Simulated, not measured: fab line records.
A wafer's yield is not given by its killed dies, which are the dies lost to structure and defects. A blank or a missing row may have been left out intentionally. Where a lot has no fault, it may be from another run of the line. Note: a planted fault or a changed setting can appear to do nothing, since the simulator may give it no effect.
fab line records    flow n5_finfet
record lots=7  wafers=21
route steps=1938 shown BEOL_M0_SAQP@638 BEOL_M1@751 BEOL_M3@959 BEOL_M4@1053
start_h: the number of hours between the record's first day and the start of the first shown wafer of the lot    wait_h: time in hours since the lot's previous step    " as in the row above    L1.1+2: several wafers, shown together as one row    - no value present, or no start provided    * or withheld: withheld    < > ~ a bound
route shown NAME@n: a module of which the file shows steps, and the number in the route of the first    usual: mean/standard deviation of fault-free wafers    same: alike in all rows    chamber/n: place in a boat    sites: each site's reading    _std_site: how widely they spread, as a standard deviation    _edge_site: the outer-site mean with the inner-site mean subtracted    radius_mm: how far each site lies from the wafer's centre    mask NAME#n: copy n    behind: tool/chamber where the wafer was last shaped    hold: cause of the lot's hold/its duration in hours/its outcome    device: the n, p or np transistor that did not switch    end of line: at the end of the route, the tests of the same wafers    a step with no rows: only its recipe    killed: count of dies lost to structure and defects at first sort (not the wafer's yield)    map: dies across one wafer; x = killed, . = not, _ = none there
set.NAME: the setting the step ran with; set.NAME@STEP: the setting that earlier step ran with    model.NAME: the simulator's own value behind a step, which no gauge read
one table per step and one row per wafer, for lots whose settings were changed on purpose
## steps
# step N5_BEOL_M0_SAQP_PECVD_04
# recipe material=a-Si  target_thk_a=600  temp_c=350  precursor=SiH4/He  pressure_torr=3  rf_w=100  time_s=60.2
lot.wafer  tool      chamber  start_h  wait_h  set.time_s  model.a-Si_of_BEOL_M0_SAQP_PECVD_04.thk_nm
L074.1     pecvd-02  1        106.21   0.0     60.2        59
L074.4     "         1        "        "       60.2        59.4
L074.5     "         2        "        "       60.2        61.4
L077.1     pecvd-03  2        122.93   0.0     60.2        58.8
L077.3     "         1        "        "       60.2        60.2
L077.6     "         0        "        "       54.02       55.2
L076.1     pecvd-04  0        129.14   0.0     60.2        59.2
L076.2     "         2        "        "       60.2        59
L076.3     "         1        "        "       60.2        59.6
L078.2     pecvd-04  0        132.40   0.0     54.47       54.2
L078.3     "         2        "        "       60.2        58.2
L078.6     "         0        "        "       54.47       55.2
L081.1     pecvd-02  1        148.01   0.0     60.2        58.6
L081.3     "         0        "        "       63.72       63
L081.4     "         2        "        "       60.2        60.6
L085.1     pecvd-02  0        171.89   0.0     60.2        58.6
L085.4     "         1        "        "       60.2        60.8
L085.5     "         0        "        "       65.46       65.4
L088.1+2   pecvd-02  2,1      205.11   0.0     60.2        59
L088.3     "         0        "        "       65.09       63.8
# step N5_BEOL_M0_SAQP_THK_MEAS_05
# usual thk_nm=59.6/0.74
lot.wafer  tool           chamber  start_h  wait_h  set.time_s@BEOL_M0_SAQP_PECVD_04  thk_nm
L074.1     film_metro-02  -        106.31   0.1     60.2                              59.0
L074.4     "              -        "        "       60.2                              59.4
L074.5     "              -        "        "       60.2                              61.3
L077.1     film_metro-02  -        123.03   0.1     60.2                              58.8
L077.3     "              -        "        "       60.2                              60.1
L077.6     "              -        "        "       54.02                             55.1
L076.1     film_metro-01  -        129.24   0.1     60.2                              59.1
L076.2     "              -        "        "       60.2                              59.0
L076.3     "              -        "        "       60.2                              59.5
L078.2     film_metro-01  -        132.50   0.1     54.47                             54.1
L078.3     "              -        "        "       60.2                              58.2
L078.6     "              -        "        "       54.47                             55.1
L081.1     film_metro-01  -        148.11   0.1     60.2                              58.6
L081.3     "              -        "        "       63.72                             63.0
L081.4     "              -        "        "       60.2                              60.6
L085.1     film_metro-01  -        171.99   0.1     60.2                              58.5
L085.4     "              -        "        "       60.2                              60.8
L085.5     "              -        "        "       65.46                             65.5
L088.1     film_metro-02  -        205.21   0.1     60.2                              59.0
L088.2     "              -        "        "       60.2                              59.1
L088.3     "              -        "        "       65.09                             63.7
# step N5_BEOL_M0_SAQP_HM_DEP_111
# recipe material=SiO2  target_thk_a=120  temp_c=400  precursor=SiH4/N2O  pressure_torr=0.75  rf_w=275  time_s=7.2
# step N5_BEOL_M0_SAQP_COAT_81
# recipe resist=SOC  temp_c=250  time_s=60  spin_rpm=1500  resist_thk_nm=100
# step N5_BEOL_M0_SAQP_HM_OPEN_112
# recipe chemistry=CHF3/O2  target=SiO2  stop_on=a-Si  target_depth_a=120  over_etch_frac=1.25  mask_material=SOC  time_s=13.5  pressure_mtorr=30  source_w=650  bias_w=170  Ar_flow_sccm=200  CHF3_flow_sccm=50  O2_flow_sccm=5  ion_energy_ev=200  ends=end_point
# step N5_BEOL_M0_SAQP_STRIP_113
# recipe chemistry=CHF3/O2  resist=SiARC  rf_frequency_hz=6e+07
# step N5_BEOL_M0_SAQP_MANDREL_ETCH_20
# recipe target_depth_a=600  chemistry=HBr/Cl2  target=a-Si  stop_on=SiNx  bt_time_s=10  mask_material=SOC  over_etch_frac=0.5  time_s=30  pressure_mtorr=10  icp_w=800  bias_w=75  HBr_flow_sccm=150  Cl2_flow_sccm=80  ends=end_point
# usual oes_product_au=0.771/0.011
lot.wafer  tool       chamber  start_h  wait_h  set.time_s@BEOL_M0_SAQP_PECVD_04  oes_product_au  model.etch.depth_nm
L074.1     rie_si-03  3        107.34   0.0     60.2                              0.775           58.99
L074.4     "          0        "        "       60.2                              0.756           59.4
L074.5     "          1        "        "       60.2                              0.780           61.38
L077.1     rie_si-03  2        124.48   0.0     60.2                              0.774           58.82
L077.3     "          3        "        "       60.2                              0.786           60.1
L077.6     "          0        "        "       54.02                             0.737           55.12
L076.1     rie_si-05  2        130.29   0.0     60.2                              0.767           59.11
L076.2     "          0        "        "       60.2                              0.773           58.92
L076.3     "          3        "        "       60.2                              0.773           59.57
L078.2     rie_si-05  2        133.38   0.0     54.47                             0.732           54.14
L078.3     "          1        "        "       60.2                              0.765           58.3
L078.6     "          1        "        "       54.47                             0.740           55.1
L081.1     rie_si-05  0        148.96   0.0     60.2                              0.779           58.52
L081.3     "          1        "        "       63.72                             0.796           62.97
L081.4     "          2        "        "       60.2                              0.766           60.61
L085.1     rie_si-05  2        172.83   0.0     60.2                              0.756           58.51
L085.4     "          1        "        "       60.2                              0.786           60.74
L085.5     "          2        "        "       65.46                             0.804           65.42
L088.1     rie_si-02  2        206.66   0.0     60.2                              0.749           59.05
L088.2     "          1        "        "       60.2                              0.772           59.06
L088.3     "          0        "        "       65.09                             0.794           63.72
# step N5_BEOL_M0_SAQP_STRIP_86
# recipe chemistry=N2/H2  power_w=500  temp_c=40  pressure_mtorr=50  rf_frequency_hz=6e+07  overash_fraction=0.3  bias_power_w=28  h2_frac=0.5  n2_flow_sccm=300  h2_flow_sccm=300
# step N5_BEOL_M0_SAQP_STRIP_115
# recipe chemistry=post_etch_residue_remover  time_s=60  temp_c=25  remover_ph=withheld  remover_water_wt_pct=withheld  remover_fluoride_wt_pct=withheld
# step N5_BEOL_M0_SAQP_SRD_93
# recipe dry=ipa_marangoni  time_s=30  temp_c=23  rinse_liquid=diw
# step N5_BEOL_M0_SAQP_RECESS_114
# recipe chemistry=HF/NH3  target=SiO2  target_depth_a=144  afs_cycles=3  temp_c=30  sublimation_temp_c=180  sublimation_time_s=60
# step N5_BEOL_M0_SAQP_SPACER1_ALD_98
# recipe material=SiO2  target_thk_a=128  temp_c=300  ald_precursor_family=BDEAS  ald_co_reactant=O2-plasma  pulse_time_s=1  purge_time_s=2  co_reactant_purge_time_s=2  ald_cycles=138  pressure_torr=2
lot.wafer  tool        chamber  start_h  wait_h  set.time_s@BEOL_M0_SAQP_PECVD_04  model.a-Si_of_BEOL_M0_SAQP_PECVD_04.thk_nm
L074.1     ald_sin-01  3        108.36   0.7     60.2                              58.8
L074.4     "           0        "        "       60.2                              59.2
L074.5     "           3        "        "       60.2                              61.2
L077.1     ald_sin-02  0        125.09   0.3     60.2                              58.6
L077.3     "           2        "        "       60.2                              60
L077.6     "           1        "        "       54.02                             55
L076.1     ald_sin-03  1        130.90   0.3     60.2                              59
L076.2     "           2        "        "       60.2                              58.8
L076.3     "           0        "        "       60.2                              59.4
L078.2     ald_sin-03  0        133.99   0.3     54.47                             54
L078.3     "           3        "        "       60.2                              58.2
L078.6     "           0        "        "       54.47                             55
L081.1     ald_sin-02  3        149.65   0.3     60.2                              58.4
L081.3     "           1        "        "       63.72                             62.8
L081.4     "           0        "        "       60.2                              60.4
L085.1     ald_sin-01  0        173.81   0.6     60.2                              58.4
L085.4     "           2        "        "       60.2                              60.6
L085.5     "           0        "        "       65.46                             65.2
L088.1+2   ald_sin-02  3,0      208.81   1.6     60.2                              58.8
L088.3     "           1        "        "       65.09                             63.6
# step N5_BEOL_M0_SAQP_SPACER1_ETCHBACK_99
# recipe chemistry=CHF3/O2  mode=anisotropic_etchback  target=SiO2  target_depth_a=154  time_s=7.7  pressure_mtorr=30  source_w=650  bias_w=170  Ar_flow_sccm=200  CHF3_flow_sccm=50  O2_flow_sccm=5  ion_energy_ev=200
lot.wafer  tool         chamber  start_h  wait_h  set.time_s@BEOL_M0_SAQP_PECVD_04  model.a-Si_of_BEOL_M0_SAQP_PECVD_04.thk_nm
L074.1     rie_diel-04  2        108.90   0.3     60.2                              58.4
L074.4     "            2        "        "       60.2                              58.8
L074.5     "            0        "        "       60.2                              60.8
L077.1     rie_diel-05  2        125.57   0.3     60.2                              58.2
L077.3     "            1        "        "       60.2                              59.4
L077.6     "            1        "        "       54.02                             54.6
L076.1+2   rie_diel-04  0,3      131.38   0.3     60.2                              58.4
L076.3     "            2        "        "       60.2                              59
L078.2     rie_diel-02  0        134.47   0.3     54.47                             53.6
L078.3     "            2        "        "       60.2                              57.6
L078.6     "            0        "        "       54.47                             54.6
L081.1     rie_diel-05  3        150.13   0.3     60.2                              58
L081.3     "            0        "        "       63.72                             62.4
L081.4     "            1        "        "       60.2                              60
L085.1     rie_diel-04  1        174.28   0.3     60.2                              58
L085.4     "            3        "        "       60.2                              60.2
L085.5     "            2        "        "       65.46                             64.8
L088.1+2   rie_diel-05  0,2      209.29   0.3     60.2                              58.4
L088.3     "            1        "        "       65.09                             63
# step N5_BEOL_M0_SAQP_COAT_87
# recipe resist=underlayer  temp_c=205  time_s=60  spin_rpm=1500  resist_thk_nm=5
lot.wafer   tool            chamber  start_h  wait_h  set.spin_rpm
L074.1+4+5  litho_track-03  0        -        -       1500
L077.1+3+6  litho_track-03  0        -        -       1500
L076.1+2+3  litho_track-04  0        -        -       1500
L078.2+3+6  litho_track-03  0        -        -       1562
L081.1+4    litho_track-05  0        -        -       1392
L081.3      "               0        "        "       1500
L085.1+5    litho_track-03  0        -        -       1356
L085.4      "               0        "        "       1500
L088.1+2+3  litho_track-03  0        -        -       1500
# step N5_BEOL_M0_SAQP_COAT_34
# recipe resist=CAR-EUV  spin_rpm=1500  resist_thk_nm=30
# step N5_BEOL_M0_SAQP_EBR_36
# recipe solvent=PGMEA  ebr_width_mm=1.5
# step N5_BEOL_M0_SAQP_DESCUM_45
# recipe chemistry=O2  time_s=7  source_power_w=50  bias_power_w=20  pressure_mtorr=20  rf_frequency_hz=2.712e+07  temp_c=40  resist=CAR-EUV  o2_flow_sccm=225
# step N5_BEOL_M0_SAQP_ETCH_88
# recipe chemistry=N2/H2  target=underlayer  target_depth_a=65  time_s=5.2  ion_energy_ev=200  mask_material=CAR-EUV  pressure_mtorr=30  source_w=840  bias_w=150  n2_flow_sccm=200  h2_flow_sccm=200  ends=cleared
lot.wafer  tool         chamber  start_h  wait_h  set.spin_rpm@BEOL_M0_SAQP_COAT_87  model.etch.depth_nm
L074.1     rie_diel-05  1        111.51   0.0     1500                               5.002
L074.4+5   "            2,0      "        "       1500                               5.006
L077.1     rie_diel-02  3        128.23   0.0     1500                               5.013
L077.3+6   "            0,2      "        "       1500                               5.017
L076.1     rie_diel-04  3        134.02   0.0     1500                               5.004
L076.2     "            2        "        "       1500                               4.994
L076.3     "            0        "        "       1500                               4.995
L078.2     rie_diel-02  3        136.88   0.0     1562                               4.884
L078.3     "            2        "        "       1562                               4.887
L078.6     "            3        "        "       1562                               4.894
L081.1     rie_diel-05  1        152.81   0.0     1392                               5.17
L081.3     "            2        "        "       1500                               4.985
L081.4     "            0        "        "       1392                               5.168
L085.1     rie_diel-05  2        176.70   0.0     1356                               5.269
L085.4     "            3        "        "       1500                               5.01
L085.5     "            3        "        "       1356                               5.27
L088.1     rie_diel-02  1        212.13   0.0     1500                               4.999
L088.2     "            3        "        "       1500                               4.992
L088.3     "            0        "        "       1500                               5
# step N5_BEOL_M1_ILD_DEP_00
# recipe material=SiOC  target_thk_a=790  temp_c=350  precursor=DEMS/O2  pressure_torr=5  rf_w=500  time_s=15.3
lot.wafer  tool      chamber  start_h  wait_h  set.time_s  model.SiOC_of_BEOL_M1_ILD_DEP_00.thk_nm
L074.1     pecvd-04  1        120.42   0.0     17.03       88
L074.4     "         2        "        "       15.3        79.6
L074.5     "         1        "        "       15.3        80.8
L076.1     pecvd-01  1        142.36   0.0     15.3        78.4
L076.2     "         2        "        "       15.3        77.8
L076.3     "         0        "        "       15.3        80
L077.1     pecvd-02  0        142.64   0.0     15.3        78.8
L077.3     "         1        "        "       13.12       67.8
L077.6     "         2        "        "       13.12       68
L078.2+3   pecvd-02  2,1      144.91   0.0     15.3        77.8
L078.6     "         2        "        "       15.3        78.8
L081.1     pecvd-01  1        164.69   0.0     15.3        77
L081.3     "         2        "        "       15.3        77.6
L081.4     "         1        "        "       15.3        78.8
L085.1     pecvd-01  1        185.36   0.0     15.3        76.8
L085.4     "         0        "        "       15.3        79.4
L085.5     "         1        "        "       14.06       71.2
L088.1     pecvd-01  2        219.13   0.1     16.36       83.4
L088.2     "         1        "        "       15.3        78.4
L088.3     "         0        "        "       15.3        79.6
# step N5_BEOL_M1_THK_MEAS_01
# recipe reads=SiOC_of_BEOL_M1_ILD_DEP_00
# usual M1_ILD_THK=78.9/1.1
lot.wafer  tool           chamber  start_h  wait_h  set.time_s@BEOL_M1_ILD_DEP_00  M1_ILD_THK[nm]
L074.1     film_metro-01  -        120.49   0.0     17.03                          87.9
L074.4     "              -        "        "       15.3                           79.5
L074.5     "              -        "        "       15.3                           80.8
L076.1     film_metro-01  -        142.43   0.0     15.3                           78.4
L076.2     "              -        "        "       15.3                           77.8
L076.3     "              -        "        "       15.3                           80.1
L077.1     film_metro-02  -        142.71   0.0     15.3                           78.8
L077.3     "              -        "        "       13.12                          67.8
L077.6     "              -        "        "       13.12                          68.0
L078.2     film_metro-01  -        144.98   0.1     15.3                           77.7
L078.3     "              -        "        "       15.3                           77.8
L078.6     "              -        "        "       15.3                           78.8
L081.1     film_metro-02  -        164.76   0.0     15.3                           77.0
L081.3     "              -        "        "       15.3                           77.6
L081.4     "              -        "        "       15.3                           78.8
L085.1     film_metro-02  -        185.43   0.0     15.3                           76.8
L085.4     "              -        "        "       15.3                           79.4
L085.5     "              -        "        "       14.06                          71.2
L088.1     film_metro-02  -        219.20   0.0     16.36                          83.5
L088.2     "              -        "        "       15.3                           78.4
L088.3     "              -        "        "       15.3                           79.5
# step N5_BEOL_M1_PECVD_72
# recipe material=SiO2  target_thk_a=160  temp_c=400  precursor=TEOS/O2  pressure_torr=5.5  rf_w=450  teos_flow_sccm=53.8  gas=O2  flow_sccm=3000  time_s=18
lot.wafer   tool      chamber  start_h  wait_h  set.time_s  model.SiO2_of_BEOL_M1_PECVD_72.thk_nm
L074.1+4+5  pecvd-01  0,1,2    120.53   0.0     18          15.8
L076.1      pecvd-04  1        142.47   0.0     18          16
L076.2+3    "         2,0      "        "       18          16.2
L077.1      pecvd-01  2        142.75   0.0     18          16.2
L077.3      "         1        "        "       15.64       13.6
L077.6      "         1        "        "       18          15.8
L078.2+3    pecvd-02  2,1      145.02   0.0     18          15.8
L078.6      "         1        "        "       19.72       17.4
L081.1+3+4  pecvd-04  2,1,0    164.80   0.0     18          16
L085.1      pecvd-04  0        185.47   0.0     18          15.4
L085.4      "         0        "        "       16.93       14.8
L085.5      "         1        "        "       18          16.2
L088.1      pecvd-02  0        219.24   0.0     18          15.6
L088.2      "         1        "        "       15.34       13
L088.3      "         2        "        "       15.34       13.4
# step N5_BEOL_M3_COAT_76
# recipe resist=underlayer  temp_c=205  time_s=60  spin_rpm=1500  resist_thk_nm=5
lot.wafer   tool            chamber  start_h  wait_h  set.spin_rpm
L074.1+4+5  litho_track-02  0        -        -       1575
L076.1+2+3  litho_track-05  0        -        -       1500
L077.1      litho_track-02  0        -        -       1611
L077.3+6    "               0        "        "       1500
L078.2+3    litho_track-01  0        -        -       1357
L078.6      "               0        "        "       1500
L081.1      litho_track-02  0        -        -       1588
L081.3+4    "               0        "        "       1500
L085.1+4+5  litho_track-05  0        -        -       1500
L088.1+2    litho_track-02  0        -        -       1500
L088.3      "               0        "        "       1593
# step N5_BEOL_M3_EXPOSE_25
# recipe mask_id=V2  na=0.33  source_shape=quasar  sigma_inner=0.2  sigma_outer=0.8  polarization=unpolarized  defocus_nm=5  dose_mj=63
lot.wafer   tool            chamber  start_h  wait_h  mask  set.dose_mj
L074.1      euv_scanner-01  0        142.91   -       V2#0  64.53
L074.4+5    "               0        "        "       V2#0  63
L076.1+2+3  euv_scanner-02  0        177.94   -       V2#0  63
L077.1+3+6  euv_scanner-01  0        178.62   -       V2#0  64.48
L078.2      euv_scanner-01  0        180.07   -       V2#0  61.36
L078.3+6    "               0        "        "       V2#0  63
L081.1+3+4  euv_scanner-02  0        192.84   -       V2#0  63
L085.1+5    euv_scanner-02  0        213.86   -       V2#0  63
L085.4      "               0        "        "       V2#0  65.07
L088.1+2    euv_scanner-02  0        252.06   -       V2#0  67.35
L088.3      "               0        "        "       V2#0  63
# step N5_BEOL_M3_PEB_26
# recipe peb_temp_c=100  peb_time_s=60  resist=CAR-EUV
# step N5_BEOL_M3_DEVELOP_27
# recipe develop_time_s=30  developer=TMAH  resist=CAR-EUV  rinse_liquid=surfactant_rinse  dry=air_spin  dev_temp_c=23
# step N5_BEOL_M3_CD_MEAS_28
# recipe target_cd_nm=25.7  landing_energy_ev=500  detector=se_inlens  target_cd_y_nm=23.3  polarity=opening
# usual cd_nm=25.64/0.22
lot.wafer  tool       chamber  start_h  wait_h  set.dose_mj@BEOL_M3_EXPOSE_25  cd_nm
L074.1     cd_sem-01  0        143.06   -       64.53                          26.25
L074.4     "          0        "        "       63                             25.76
L074.5     "          0        "        "       63                             25.72
L076.1     cd_sem-01  0        178.09   -       63                             25.61
L076.2     "          0        "        "       63                             25.59
L076.3     "          0        "        "       63                             25.66
L077.1     cd_sem-01  0        178.76   -       64.48                          26.45
L077.3     "          0        "        "       64.48                          26.46
L077.6     "          0        "        "       64.48                          26.21
L078.2     cd_sem-02  0        180.21   -       61.36                          25.18
L078.3     "          0        "        "       63                             25.53
L078.6     "          0        "        "       63                             25.83
L081.1     cd_sem-02  0        192.98   -       63                             25.57
L081.3     "          0        "        "       63                             25.71
L081.4     "          0        "        "       63                             25.77
L085.1     cd_sem-01  0        214.00   -       63                             25.51
L085.4     "          0        "        "       65.07                          26.10
L085.5     "          0        "        "       63                             25.51
L088.1     cd_sem-02  0        252.20   -       67.35                          27.04
L088.2     "          0        "        "       67.35                          26.75
L088.3     "          0        "        "       63                             25.37
# step N5_BEOL_M3_DESCUM_33
# recipe chemistry=O2  time_s=7  source_power_w=50  bias_power_w=20  pressure_mtorr=20  rf_frequency_hz=2.712e+07  temp_c=40  resist=CAR-EUV  o2_flow_sccm=225
# step N5_BEOL_M3_ETCH_77
# recipe chemistry=N2/H2  target=underlayer  target_depth_a=65  mask_material=CAR-EUV  time_s=5.2  ion_energy_ev=200  pressure_mtorr=30  source_w=840  bias_w=150  n2_flow_sccm=200  h2_flow_sccm=200  ends=cleared
lot.wafer  tool         chamber  start_h  wait_h  set.spin_rpm@BEOL_M3_COAT_76  model.etch.depth_nm
L074.1     rie_diel-02  1        143.22   0.0     1575                          4.865
L074.4     "            2        "        "       1575                          4.871
L074.5     "            2        "        "       1575                          4.867
L076.1     rie_diel-04  2        178.24   0.0     1500                          5.019
L076.2     "            0        "        "       1500                          4.984
L076.3     "            1        "        "       1500                          5.001
L077.1     rie_diel-05  0        178.92   0.0     1611                          4.808
L077.3     "            3        "        "       1500                          4.967
L077.6     "            2        "        "       1500                          4.98
L078.2     rie_diel-04  1        180.64   0.0     1357                          5.245
L078.3     "            0        "        "       1357                          5.25
L078.6     "            2        "        "       1500                          4.974
L081.1     rie_diel-05  2        193.50   0.0     1588                          4.859
L081.3     "            0        "        "       1500                          4.985
L081.4     "            1        "        "       1500                          4.99
L085.1     rie_diel-05  1        214.16   0.0     1500                          5.02
L085.4     "            1        "        "       1500                          5.002
L085.5     "            0        "        "       1500                          5.024
L088.1     rie_diel-02  2        252.36   0.0     1500                          5
L088.2     "            1        "        "       1500                          4.99
L088.3     "            0        "        "       1593                          4.849
# step N5_BEOL_M4_EXPOSE_25
# recipe mask_id=V3  na=0.33  source_shape=quasar  sigma_inner=0.2  sigma_outer=0.8  polarization=unpolarized  defocus_nm=5  dose_mj=63
lot.wafer   tool            chamber  start_h  wait_h  mask  set.dose_mj
L074.1+5    euv_scanner-01  0        156.16   -       V3#0  63
L074.4      "               0        "        "       V3#0  65.63
L076.1+2+3  euv_scanner-01  0        187.15   -       V3#0  63
L077.1+6    euv_scanner-01  0        187.78   -       V3#0  67.26
L077.3      "               0        "        "       V3#0  63
L078.2+6    euv_scanner-01  0        192.67   -       V3#0  63
L078.3      "               0        "        "       V3#0  67.66
L081.1+4    euv_scanner-02  0        204.69   -       V3#0  63
L081.3      "               0        "        "       V3#0  64.72
L085.1+5    euv_scanner-01  0        222.54   -       V3#0  59.69
L085.4      "               0        "        "       V3#0  63
L088.1      euv_scanner-02  0        259.46   -       V3#0  64.86
L088.2+3    "               0        "        "       V3#0  63
# step N5_BEOL_M4_PEB_26
# recipe peb_temp_c=100  peb_time_s=60  resist=CAR-EUV
# step N5_BEOL_M4_DEVELOP_27
# recipe develop_time_s=30  developer=TMAH  resist=CAR-EUV  rinse_liquid=surfactant_rinse  dry=air_spin  dev_temp_c=23
# step N5_BEOL_M4_CD_MEAS_28
# recipe target_cd_nm=26.2  landing_energy_ev=500  detector=se_inlens  target_cd_y_nm=24.1  polarity=opening
# usual cd_nm=26.19/0.24
lot.wafer  tool       chamber  start_h  wait_h  set.dose_mj@BEOL_M4_EXPOSE_25  cd_nm
L074.1     cd_sem-01  0        156.31   -       63                             26.33
L074.4     "          0        "        "       65.63                          26.75
L074.5     "          0        "        "       63                             26.31
L076.1     cd_sem-02  0        187.30   -       63                             26.21
L076.2     "          0        "        "       63                             26.34
L076.3     "          0        "        "       63                             26.80
L077.1     cd_sem-02  0        187.92   -       67.26                          26.81
L077.3     "          0        "        "       63                             26.07
L077.6     "          0        "        "       67.26                          27.20
L078.2     cd_sem-03  0        192.80   -       63                             26.43
L078.3     "          0        "        "       67.66                          27.26
L078.6     "          0        "        "       63                             26.28
L081.1     cd_sem-03  0        204.84   -       63                             26.47
L081.3     "          0        "        "       64.72                          26.84
L081.4     "          0        "        "       63                             26.19
L085.1     cd_sem-01  0        222.69   -       59.69                          25.56
L085.4     "          0        "        "       63                             26.58
L085.5     "          0        "        "       59.69                          24.74
L088.1     cd_sem-02  0        259.61   -       64.86                          26.65
L088.2     "          0        "        "       63                             26.05
L088.3     "          0        "        "       63                             26.02
## key
split step=N5_BEOL_M0_SAQP_PECVD_04  setting=time_s  stated=60.2  by=wafer
response step=N5_BEOL_M0_SAQP_PECVD_04  reading=model.a-Si_of_BEOL_M0_SAQP_PECVD_04.thk_nm  change=+0.5  per=1%  r=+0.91
response step=N5_BEOL_M0_SAQP_THK_MEAS_05  reading=thk_nm  change=*  per=1%  r=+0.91
response step=N5_BEOL_M0_SAQP_MANDREL_ETCH_20  reading=oes_product_au  change=+0.00382  per=1%  r=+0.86
response step=N5_BEOL_M0_SAQP_MANDREL_ETCH_20  reading=model.etch.depth_nm  change=+0.504  per=1%  r=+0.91
response step=N5_BEOL_M0_SAQP_SPACER1_ALD_98  reading=model.a-Si_of_BEOL_M0_SAQP_PECVD_04.thk_nm  change=+0.505  per=1%  r=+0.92
response step=N5_BEOL_M0_SAQP_SPACER1_ETCHBACK_99  reading=model.a-Si_of_BEOL_M0_SAQP_PECVD_04.thk_nm  change=+0.493  per=1%  r=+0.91
split step=N5_BEOL_M0_SAQP_COAT_87  setting=spin_rpm  stated=1500  by=wafer
response step=N5_BEOL_M0_SAQP_ETCH_88  reading=model.etch.depth_nm  change=-0.0265  per=1%  r=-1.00
split step=N5_BEOL_M1_ILD_DEP_00  setting=time_s  stated=15.3  by=wafer
response step=N5_BEOL_M1_ILD_DEP_00  reading=model.SiOC_of_BEOL_M1_ILD_DEP_00.thk_nm  change=+0.742  per=1%  r=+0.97
response step=N5_BEOL_M1_THK_MEAS_01  reading=M1_ILD_THK  change=+0.741  per=1%  r=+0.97
split step=N5_BEOL_M1_PECVD_72  setting=time_s  stated=18  by=wafer
response step=N5_BEOL_M1_PECVD_72  reading=model.SiO2_of_BEOL_M1_PECVD_72.thk_nm  change=+0.171  per=1%  r=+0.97
split step=N5_BEOL_M3_COAT_76  setting=spin_rpm  stated=1500  by=wafer
response step=N5_BEOL_M3_ETCH_77  reading=model.etch.depth_nm  change=-0.0251  per=1%  r=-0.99
split step=N5_BEOL_M3_EXPOSE_25  setting=dose_mj  stated=63  by=wafer
response step=N5_BEOL_M3_CD_MEAS_28  reading=cd_nm  change=+0.21  per=1%  r=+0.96
split step=N5_BEOL_M4_EXPOSE_25  setting=dose_mj  stated=63  by=wafer
response step=N5_BEOL_M4_CD_MEAS_28  reading=cd_nm  change=+0.158  per=1%  r=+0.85
